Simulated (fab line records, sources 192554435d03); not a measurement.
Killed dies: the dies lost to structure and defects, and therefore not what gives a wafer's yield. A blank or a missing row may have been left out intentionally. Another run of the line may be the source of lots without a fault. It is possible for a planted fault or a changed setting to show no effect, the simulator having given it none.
Split-lot study + flow n5 finfet + route with 1938 steps; 7 lots, 21 wafers read

## THE SPLIT ITSELF
At N5_BEOL_M12_EXPOSE_07 (exposes mask V11), the setting dose mj was moved away from the recipe's 32.5 on 5 of the 21 wafers read, by +1.9% to +6.4%. For the rest of the wafers, this setting stayed at what the recipe calls for.

## FROM THE SPLIT TO THE READING: what the file shows between them, 6 steps
- N5_BEOL_M12_PEB_08: peb time 90 s
- N5_BEOL_M12_DEVELOP_09: develop time 45 s
- N5_BEOL_M12_HARDBAKE_14: time 120 s
- N5_BEOL_M12_CD_MEAS_10: target cd 140 nm
- N5_BEOL_M12_STRIP_71: strips in post etch residue remover, time 60 s
- N5_BEOL_M12_SRD_72: time 30 s, dry time 30 s

## THE READING
cd nm, in nm, at N5_BEOL_M12_CD_MEAS_17 (target cd 140 nm). On this fab line, fault-free wafers typically give 140.6 nm with a standard deviation of 1.5 nm.

| wafer  | tool, chamber at the split | dose mj as run | against the recipe | cd nm, nm | against lot-mates on the recipe |
|--------|----------------------------|----------------|--------------------|-----------|---------------------------------|
| L075.2 | krf scanner-01, 0          | 32.5           | recipe             | 141.6     | -                               |
| L075.4 | krf scanner-01, 0          | 33.11          | +1.9%              | 143.5     | +1.9                            |
| L075.5 | krf scanner-01, 0          | 33.11          | +1.9%              | 144.0     | +2.4                            |
| L081.4 | krf scanner-01, 0          | 34.59          | +6.4%              | 146.1     | +6.1                            |
| L081.5 | krf scanner-01, 0          | 34.59          | +6.4%              | 145.4     | +5.4                            |
| L081.6 | krf scanner-01, 0          | 32.5           | recipe             | 140.0     | -                               |
| L082.2 | krf scanner-02, 0          | 32.5           | recipe             | 141.3     | -                               |
| L082.3 | krf scanner-02, 0          | 32.5           | recipe             | 139.0     | -                               |
| L082.6 | krf scanner-02, 0          | 32.5           | recipe             | 140.6     | -                               |
| L085.1 | krf scanner-02, 0          | 32.5           | recipe             | 140.9     | -                               |
| L085.2 | krf scanner-02, 0          | 32.5           | recipe             | 140.1     | -                               |
| L085.5 | krf scanner-02, 0          | 32.5           | recipe             | 140.6     | -                               |
| L088.2 | krf scanner-01, 0          | 32.5           | recipe             | 140.2     | -                               |
| L088.5 | krf scanner-01, 0          | 32.5           | recipe             | 140.2     | -                               |
| L088.6 | krf scanner-01, 0          | 34.02          | +4.7%              | 145.3     | +5.1                            |
| L093.2 | krf scanner-01, 0          | 32.5           | recipe             | 140.4     | -                               |
| L093.4 | krf scanner-01, 0          | 32.5           | recipe             | 140.6     | -                               |
| L093.6 | krf scanner-01, 0          | 32.5           | recipe             | 141.0     | -                               |
| L095.1 | krf scanner-01, 0          | 32.5           | recipe             | 141.3     | -                               |
| L095.3 | krf scanner-01, 0          | 32.5           | recipe             | 140.7     | -                               |
| L095.4 | krf scanner-01, 0          | 32.5           | recipe             | 140.7     | -                               |

THE FIT
A straight line over all 21 wafers: cd nm changes by +0.876 nm for each +1% of dose mj; r = +0.93; the points scatter about the line by 0.77 nm.
The same after taking each lot's own level away (the mean of its wafers on the recipe; 21 wafers): +0.941 nm for each +1%; r = +0.97; scatter 0.5 nm.
According to that fit, moving dose mj by its largest amount changes the reading by 6 nm.
The span of the lots' own levels, 140.00 to 141.60 nm, comes to 1.1 times the standard deviation stated above.
So the lot-to-lot level changes the slope little: the two slopes agree.
Check: with one of the wafers moved furthest among these (+6.4%) left out of the fit, the line predicts +6.08 nm for it against its lot-mates. Against them it came out at +6.1 nm.

## OTHER SPLITS ON THESE WAFERS
These wafers also went through other splits before the reading. Each is held against what the fit with the lots' levels taken away leaves over:
| other split on the same wafers    | wafers away from the commonest value | r with cd nm (lot level and that fit taken away) |
|-----------------------------------|--------------------------------------|--------------------------------------------------|
| N5_BEOL_M9_EXPOSE_25 dose mj      | 7                                    | -0.35                                            |
| N5_BEOL_M9_ETCH_66 bias w         | 9                                    | -0.12                                            |
| N5_BEOL_M10_ILD_DEP_00 time s     | 9                                    | +0.25                                            |
| N5_BEOL_M10_PECVD_70 temp c       | 4                                    | -0.10                                            |
| N5_BEOL_M11_ETCH_66 time s        | 10                                   | +0.19                                            |
| N5_BEOL_M11_TRENCH_ETCH_37 time s | 9                                    | +0.06                                            |
| N5_BEOL_M11_CMP_52 platen rpm     | 7                                    | +0.10                                            |

## THE WHOLE CHAIN: every reading that the file lists as answering this split, in the file's order
| step                   | what it does     | reading | change (the file's fit)               | r (the file's) |
|------------------------|------------------|---------|---------------------------------------|----------------|
| N5_BEOL_M12_CD_MEAS_10 | target cd 140 nm | cd nm   | +1.18 nm for each +1% of the setting  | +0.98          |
| N5_BEOL_M12_CD_MEAS_17 | target cd 140 nm | cd nm   | +0.969 nm for each +1% of the setting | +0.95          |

## FILE'S OWN FIT
cd nm changes by +0.969 nm for each +1% of dose mj, r = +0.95.
